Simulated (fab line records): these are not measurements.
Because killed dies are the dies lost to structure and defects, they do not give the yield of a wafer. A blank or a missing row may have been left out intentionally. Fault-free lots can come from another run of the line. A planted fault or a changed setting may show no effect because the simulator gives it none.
The tool behind it: which one?	flow nand harc	51 wafers from 17 lots sampled at 6 of the route's 1159 steps

## WHAT THE GAUGES SHOWED, per wafer
No reading from a measuring or inspecting step in the record can be judged against a usual standard deviation.

## WHICH TOOL RAN EACH LOT (tool, then ch and the chambers of the sampled wafers, then the start)
lot	NHARC_A_STAIRCASE_STRIP_295	NHARC_A_STAIRCASE_ETCHBACK_416	NHARC_A_STAIRCASE_ETCHBACK_157	NHARC_A_STAIRCASE_STRIP_475	NHARC_A_SGD_CUT_ETCH_59	NHARC_A_SGD_CUT_STRIP_17
L075	rie diel-01 ch 1,2,3, day 14 04:28 or earlier	rie diel-03 ch 1,2,3, day 14 04:28 or earlier	rie diel-03 ch 0,1,3, day 14 04:28	rie diel-03 ch 0,1,2, no start	rie diel-04 ch 0,1,2, no start	rie diel-04 ch 0,1, no start
L076	rie diel-03 ch 0,3, day 14 04:16 or earlier	rie diel-13 ch 0,2,3, day 14 04:16 or earlier	rie diel-03 ch 0,1,3, day 14 04:16	rie diel-03 ch 0,3, no start	rie diel-09 ch 2,3, no start	rie diel-09 ch 0,2, no start
L079	rie diel-03 ch 0,1,2, day 14 13:38 or earlier	rie diel-01 ch 0,1,3, day 14 13:38 or earlier	rie diel-03 ch 0,2, day 14 13:38	rie diel-03 ch 2,3, day 14 13:52	rie diel-02 ch 0,2,3, day 14 16:25 or earlier	rie diel-09 ch 1,2,3, day 14 16:25
L080	rie diel-03 ch 0,1,2, day 15 03:21 or earlier	rie diel-01 ch 0,2,3, day 15 03:21 or earlier	rie diel-03 ch 0,2, day 15 03:21	rie diel-03 ch 0,2,3, day 15 03:36	rie diel-02 ch 0,3, no start	rie diel-02 ch 2,3, no start
L083	rie diel-13 ch 1,2,3, day 15 20:05 or earlier	rie diel-13 ch 0,2,3, day 15 20:05 or earlier	rie diel-03 ch 0,2, day 15 20:05	rie diel-03 ch 0,2,3, day 15 20:22	rie diel-04 ch 0,3, no start	rie diel-04 ch 0,1,3, no start
L082	rie diel-13 ch 0,1, day 15 19:58 or earlier	rie diel-13 ch 1,2,3, day 15 19:58 or earlier	rie diel-01 ch 1,3, day 15 19:58	rie diel-01 ch 0,3, no start	rie diel-02 ch 0,1,3, no start	rie diel-02 ch 0,3, no start
L081	rie diel-03 ch 2,3, day 16 07:47 or earlier	rie diel-13 ch 0,1,3, day 16 07:47 or earlier	rie diel-01 ch 0,2,3, day 16 07:47	rie diel-01 ch 1,3, no start	rie diel-02 ch 0,1, no start	rie diel-02 ch 1,2, no start
L084	rie diel-13 ch 0,1,2, day 16 08:01 or earlier	rie diel-13 ch 0,1,3, day 16 08:01 or earlier	rie diel-13 ch 0,1,2, day 16 08:01	rie diel-13 ch 1,2,3, no start	rie diel-04 ch 1,2,3, no start	rie diel-04 ch 0,1,3, no start
L089	rie diel-03 ch 0,3, day 16 17:49 or earlier	rie diel-01 ch 1,3, day 16 17:49 or earlier	rie diel-13 ch 1,3, day 16 17:49	rie diel-13 ch 1,2,3, no start	rie diel-04 ch 1,3, no start	rie diel-04 ch 1,3, no start
L085	rie diel-13 ch 1,2,3, day 16 17:58 or earlier	rie diel-01 ch 1,2,3, day 16 17:58 or earlier	rie diel-03 ch 0,2,3, day 16 17:58	rie diel-03 ch 0,2,3, day 16 18:11	rie diel-02 ch 0,1,3, no start	rie diel-02 ch 0,2,3, no start
L090	rie diel-13 ch 0,1, day 17 18:08 or earlier	rie diel-03 ch 2,3, day 17 18:08 or earlier	rie diel-01 ch 1,2, day 17 18:08	rie diel-03 ch 0,1,3, day 17 19:22	rie diel-09 ch 1,2,3, no start	rie diel-09 ch 1,2,3, no start
L092	rie diel-01 ch 0,2,3, day 17 22:11 or earlier	rie diel-13 ch 0,3, day 17 22:11 or earlier	rie diel-03 ch 1,2,3, day 17 22:11	rie diel-03 ch 0,1,2, no start	rie diel-04 ch 0,2,3, no start	rie diel-04 ch 0,2,3, no start
L093	rie diel-01 ch 0,2, day 18 14:47 or earlier	rie diel-13 ch 2,3, day 18 14:47 or earlier	rie diel-01 ch 0,2,3, day 18 14:47	rie diel-01 ch 1,3, no start	rie diel-09 ch 1,3, no start	rie diel-09 ch 0,2, no start
L094	rie diel-13 ch 1,3, day 18 14:59 or earlier	rie diel-01 ch 0,1, day 18 14:59 or earlier	rie diel-01 ch 0,1,3, day 18 14:59	rie diel-01 ch 1,3, no start	rie diel-04 ch 1,2,3, no start	rie diel-04 ch 1,2,3, no start
L095	rie diel-01 ch 1,2,3, day 19 02:28 or earlier	rie diel-13 ch 0,1,3, day 19 02:28 or earlier	rie diel-01 ch 0,2,3, day 19 02:28	rie diel-01 ch 1,2,3, no start	rie diel-02 ch 1,3, no start	rie diel-02 ch 0,2,3, no start
L097	rie diel-13 ch 0,1, day 19 02:50 or earlier	rie diel-13 ch 1,2,3, day 19 02:50 or earlier	rie diel-13 ch 0,1, day 19 02:50	rie diel-13 ch 2,3, no start	rie diel-02 ch 0,1,3, no start	rie diel-02 ch 0,3, no start
L096	rie diel-03 ch 2,3, day 19 02:39 or earlier	rie diel-01 ch 0,1,2, day 19 02:39 or earlier	rie diel-01 ch 0,2, day 19 02:39	rie diel-01 ch 0,1,2, no start	rie diel-04 ch 2,3, no start	rie diel-04 ch 0,2,3, no start
- NHARC_A_STAIRCASE_STRIP_295: strips in O2.
- NHARC_A_STAIRCASE_ETCHBACK_416: etches the open film in C4F8/O2/Ar, target depth 36 nm, time 7.2 s.
- NHARC_A_STAIRCASE_ETCHBACK_157: etches the open film in CH3F/O2, target depth 90 nm, time 167.14 s.
- NHARC_A_STAIRCASE_STRIP_475: strips in O2, time 20 s.
- NHARC_A_SGD_CUT_ETCH_59: etches the open film in N2/H2, target depth 260 nm, time 406.25 s.
- NHARC_A_SGD_CUT_STRIP_17: strips in O2.

## WHAT THE TOOLS THEMSELVES READ (means of the sampled wafers that have a number; where no wafer has one, the mark that the record gives instead)
NHARC_A_STAIRCASE_STRIP_295. Usual: for chamber pressure mTorr, 60.01 mTorr with a standard deviation of 0.053; for drypump motor current A, 5.9 A with a standard deviation of 0.43; for mfc ar sccm, 0.005 sccm with a standard deviation of 0.0074; for oes product au, 1.000 a.u. with a standard deviation of 0.011; for rf vpp V, 57.7 V with a standard deviation of 1; for showerhead plenum p Torr, 3.46 Torr with a standard deviation of 0.15; for throttle valve pct, 17.036 % with a standard deviation of 0.01.
lot	tool	chamber pressure mTorr (mTorr)	drypump motor current A (A)	mfc ar sccm (sccm)	oes product au (a.u.)	rf vpp V (V)	showerhead plenum p Torr (Torr)	throttle valve pct (%)	flag
L075	rie diel-01	60.02	5.7	0.001	0.997	57.7	3.37	17.041	
L076	rie diel-03	60.01	5.9	0.000	1.014	57.5	3.51	17.030	
L079	rie diel-03	60.04	6.1	0.008	1.009	57.5	3.36	17.028	
L080	rie diel-03	60.00	6.1	0.008	1.007	57.5	3.36	17.040	
L083	rie diel-13	60.03	6.2	0.008	0.989	57.2	3.69	17.037	
L082	rie diel-13	59.99	5.8	0.004	1.012	57.7	3.54	17.029	
L081	rie diel-03	59.97	6.3	0.017	1.010	57.9	3.36	17.038	
L084	rie diel-13	59.97	5.8	0.007	1.010	57.0	3.53	17.038	
L089	rie diel-03	59.95	6.0	0.000	1.001	57.6	3.49	17.027	
L085	rie diel-13	60.08	6.3	0.008	0.994	57.9	3.69	17.049	
L090	rie diel-13	59.98	5.8	0.004	1.003	58.4	3.53	17.033	
L092	rie diel-01	59.99	5.9	0.004	0.985	57.6	3.42	17.042	
L093	rie diel-01	60.02	6.2	0.003	0.978	58.4	3.45	17.036	
L094	rie diel-13	60.01	6.4	0.005	0.994	58.7	3.74	17.039	
L095	rie diel-01	59.97	5.8	0.001	1.006	57.8	3.35	17.033	
L097	rie diel-13	60.00	5.4	0.002	1.009	56.5	3.43	17.040	
L096	rie diel-03	60.02	6.3	0.017	1.008	57.4	3.34	17.037	

NHARC_A_STAIRCASE_ETCHBACK_416. Usual: chamber pressure mTorr 25.001 mTorr, standard deviation 0.021; oes product au 0.937 a.u., standard deviation 0.027; rf vpp V 722 V, standard deviation 4.8.
lot	tool	chamber pressure mTorr (mTorr)	oes product au (a.u.)	rf vpp V (V)	flag
L075	rie diel-03	24.985	0.933	718	
L076	rie diel-13	24.999	0.926	719	
L079	rie diel-01	25.005	0.997	720	
L080	rie diel-01	24.992	0.919	721	
L083	rie diel-13	24.995	0.927	725	
L082	rie diel-13	25.022	0.927	728	
L081	rie diel-13	25.000	0.924	725	
L084	rie diel-13	25.002	0.936	725	
L089	rie diel-01	24.999	0.980	718	
L085	rie diel-01	25.013	0.922	719	
L090	rie diel-03	24.970	0.931	718	
L092	rie diel-13	25.012	0.929	721	
L093	rie diel-13	25.007	0.923	727	
L094	rie diel-01	24.990	0.924	721	
L095	rie diel-13	25.007	0.930	724	
L097	rie diel-13	25.021	0.954	726	
L096	rie diel-01	24.996	0.922	721	

NHARC_A_STAIRCASE_ETCHBACK_157. Usual: ch3f flow sccm 50.02 sccm, standard deviation 0.15; chamber pressure mTorr 25.000 mTorr, standard deviation 0.022; drypump motor current A 6.0 A, standard deviation 0.39; mfc ar sccm 199.9 sccm, standard deviation 0.67; oes product au 0.97 a.u., standard deviation 0.031; rf vpp V 243.8 V, standard deviation 1.9; showerhead plenum p Torr 2.42 Torr, standard deviation 0.11; throttle valve pct 20.664 %, standard deviation 0.0088.
lot	tool	ch3f flow sccm (sccm)	chamber pressure mTorr (mTorr)	drypump motor current A (A)	mfc ar sccm (sccm)	oes product au (a.u.)	rf vpp V (V)	showerhead plenum p Torr (Torr)	throttle valve pct (%)	flag
L075	rie diel-03	50.07	24.998	6.0	199.9	0.99	243.6	2.38	20.665	
L076	rie diel-03	50.02	24.997	6.0	200.1	1.01	242.9	2.38	20.657	
L079	rie diel-03	49.96	24.985	6.2	199.8	0.93	242.4	2.34	20.662	
L080	rie diel-03	50.01	25.010	6.0	200.0	1.00	243.0	2.38	20.659	
L083	rie diel-03	50.00	24.998	6.0	200.0	0.92	243.0	2.38	20.667	
L082	rie diel-01	50.10	24.998	5.4	199.8	1.00	242.1	2.32	20.667	
L081	rie diel-01	50.03	25.008	5.8	199.9	0.99	243.2	2.38	20.664	
L084	rie diel-13	50.20	24.968	5.8	200.6	0.98	244.3	2.45	20.652	
L089	rie diel-13	49.76	24.996	6.3	199.7	0.97	246.7	2.60	20.659	
L085	rie diel-03	49.94	24.997	6.1	200.5	0.97	242.9	2.38	20.668	
L090	rie diel-01	50.01	25.004	6.1	200.4	0.92	242.9	2.35	20.666	
L092	rie diel-03	49.99	25.012	6.2	200.5	1.00	245.0	2.58	20.659	
L093	rie diel-01	50.08	25.009	5.8	199.9	0.97	243.2	2.38	20.666	
L094	rie diel-01	50.07	24.995	5.7	199.8	0.92	243.0	2.39	20.653	
L095	rie diel-01	50.03	25.004	5.8	199.2	0.93	244.0	2.37	20.661	
L097	rie diel-13	49.93	25.002	5.9	201.2	0.99	244.2	2.45	20.659	
L096	rie diel-01	50.14	25.010	6.2	200.4	0.99	243.2	2.39	20.665	

NHARC_A_STAIRCASE_STRIP_475. Usual: for chamber pressure mTorr, 60.00 mTorr with a standard deviation of 0.05; for drypump motor current A, 6.0 A with a standard deviation of 0.4; for mfc ar sccm, 0.006 sccm with a standard deviation of 0.0081; for oes product au, 1.000 a.u. with a standard deviation of 0.0092; for rf vpp V, 57.6 V with a standard deviation of 0.88; for showerhead plenum p Torr, 3.48 Torr with a standard deviation of 0.16; for throttle valve pct, 17.038 % with a standard deviation of 0.0092.
lot	tool	chamber pressure mTorr (mTorr)	drypump motor current A (A)	mfc ar sccm (sccm)	oes product au (a.u.)	rf vpp V (V)	showerhead plenum p Torr (Torr)	throttle valve pct (%)	flag
L075	rie diel-03	59.95	6.1	0.008	1.005	57.4	3.35	17.041	
L076	rie diel-03	60.01	6.1	0.000	1.003	56.9	3.50	17.043	
L079	rie diel-03	60.03	6.2	0.008	1.009	57.7	3.43	17.035	
L080	rie diel-03	59.98	6.1	0.008	0.999	56.5	3.42	17.038	
L083	rie diel-03	60.03	6.1	0.008	0.998	57.0	3.42	17.041	
L082	rie diel-01	59.99	5.5	0.006	0.996	57.2	3.40	17.037	
L081	rie diel-01	59.96	5.4	0.003	1.006	57.0	3.33	17.037	
L084	rie diel-13	59.97	6.2	0.008	0.999	58.4	3.68	17.038	
L089	rie diel-13	59.99	6.2	0.008	1.000	57.5	3.67	17.049	
L085	rie diel-03	60.08	6.1	0.008	1.006	58.4	3.41	17.034	
L090	rie diel-03	60.03	6.0	0.000	1.004	57.2	3.59	17.041	
L092	rie diel-03	60.00	6.1	0.008	0.993	58.0	3.70	17.039	
L093	rie diel-01	59.98	5.4	0.003	0.998	57.8	3.32	17.028	
L094	rie diel-01	59.98	5.6	0.001	1.000	56.6	3.36	17.036	
L095	rie diel-01	59.98	5.8	0.001	0.997	57.5	3.34	17.042	
L097	rie diel-13	60.00	6.3	0.007	0.989	57.9	3.71	17.038	
L096	rie diel-01	59.95	6.0	0.003	0.992	57.3	3.45	17.035	

NHARC_A_SGD_CUT_ETCH_59. Usual: for chamber pressure mTorr, 30.002 mTorr with a standard deviation of 0.028; for drypump motor current A, 5.7 A with a standard deviation of 0.39; for mfc ar sccm, 0.008 sccm with a standard deviation of 0.0088; for oes product au, 1.003 a.u. with a standard deviation of 0.0091; for rf vpp V, 430 V with a standard deviation of 3; for showerhead plenum p Torr, 2.02 Torr with a standard deviation of 0.1; for throttle valve pct, 14.172 % with a standard deviation of 0.0085.
lot	tool	chamber pressure mTorr (mTorr)	drypump motor current A (A)	mfc ar sccm (sccm)	oes product au (a.u.)	rf vpp V (V)	showerhead plenum p Torr (Torr)	throttle valve pct (%)	flag
L075	rie diel-04	30.023	5.3	0.001	0.990	431	2.05	14.172	
L076	rie diel-09	29.981	5.8	0.015	1.005	431	2.02	14.169	
L079	rie diel-02	30.024	5.8	0.011	0.997	430	2.02	14.177	
L080	rie diel-02	29.985	5.6	0.015	1.007	430	2.03	14.169	
L083	rie diel-04	29.991	5.6	0.011	1.008	427	1.92	14.184	
L082	rie diel-02	29.998	5.8	0.011	1.005	431	2.03	14.178	
L081	rie diel-02	29.978	5.9	0.004	1.007	428	1.96	14.168	
L084	rie diel-04	29.991	5.7	0.006	1.001	431	2.06	14.166	
L089	rie diel-04	30.002	5.7	0.011	1.008	429	1.98	14.175	
L085	rie diel-02	29.980	5.8	0.011	1.004	430	2.03	14.167	
L090	rie diel-09	30.007	5.8	0.008	1.004	429	2.01	14.169	
L092	rie diel-04	30.004	5.6	0.005	1.004	428	2.00	14.178	
L093	rie diel-09	30.000	5.8	0.000	1.002	430	1.99	14.170	
L094	rie diel-04	30.011	5.7	0.006	1.004	432	2.05	14.170	
L095	rie diel-02	29.996	5.9	0.007	1.006	430	2.03	14.176	
L097	rie diel-02	29.999	5.8	0.011	1.010	430	2.03	14.178	
L096	rie diel-04	30.019	5.9	0.005	1.002	431	2.08	14.177	

NHARC_A_SGD_CUT_STRIP_17. Usual: for chamber pressure mTorr, 60.00 mTorr with a standard deviation of 0.053; for drypump motor current A, 5.7 A with a standard deviation of 0.4; for mfc ar sccm, 0.007 sccm with a standard deviation of 0.0088; for oes product au, 1.001 a.u. with a standard deviation of 0.0087; for rf vpp V, 57.7 V with a standard deviation of 0.84; for showerhead plenum p Torr, 3.50 Torr with a standard deviation of 0.16; for throttle valve pct, 17.037 % with a standard deviation of 0.0091.
lot	tool	chamber pressure mTorr (mTorr)	drypump motor current A (A)	mfc ar sccm (sccm)	oes product au (a.u.)	rf vpp V (V)	showerhead plenum p Torr (Torr)	throttle valve pct (%)	flag
L075	rie diel-04	59.97	5.0	0.001	0.991	57.3	3.40	17.037	
L076	rie diel-09	59.89	5.6	0.018	1.000	58.3	3.68	17.042	
L079	rie diel-09	60.02	5.8	0.008	0.997	57.7	3.48	17.038	
L080	rie diel-02	59.98	6.1	0.007	1.001	58.5	3.49	17.043	
L083	rie diel-04	60.04	5.3	0.006	1.004	57.3	3.41	17.038	
L082	rie diel-02	60.02	5.7	0.019	1.007	58.9	3.62	17.033	
L081	rie diel-02	59.99	6.2	0.000	1.006	57.6	3.39	17.041	
L084	rie diel-04	60.04	5.4	0.006	1.003	57.6	3.41	17.037	
L089	rie diel-04	60.00	5.7	0.011	1.002	57.6	3.43	17.043	
L085	rie diel-02	60.01	5.9	0.011	1.016	57.5	3.50	17.040	
L090	rie diel-09	60.03	5.8	0.008	0.998	58.4	3.48	17.036	
L092	rie diel-04	59.98	5.6	0.005	1.002	57.6	3.45	17.037	
L093	rie diel-09	59.98	5.6	0.020	1.006	58.2	3.61	17.037	
L094	rie diel-04	60.02	5.7	0.006	0.998	56.9	3.55	17.041	
L095	rie diel-02	60.01	5.9	0.011	1.002	58.2	3.50	17.046	
L097	rie diel-02	59.95	5.7	0.015	1.008	56.6	3.51	17.042	
L096	rie diel-04	59.98	5.6	0.005	1.004	57.0	3.45	17.034	

## THE ANSWER, worked out from the rows above alone
Rule: take the mean of a lot's wafers that have a number; if it is more than 3 standard deviations from the usual mean, the lot is off. Also off: a lot with no number at a reading for which 4 or more lots have one. The other lots that the step has rows for count as sound. Order of review: gauges by route order, followed by the tools' own readings, for which a lot's mean as printed above is used. The first step at which some lot is off is used, and at that step the reading that is off furthest; a lot without a number counts as furthest.
No lot is off on any of the readings shown, so nothing can be concluded from this.

## WHAT HAD BEEN PUT IN BY THE SIMULATOR
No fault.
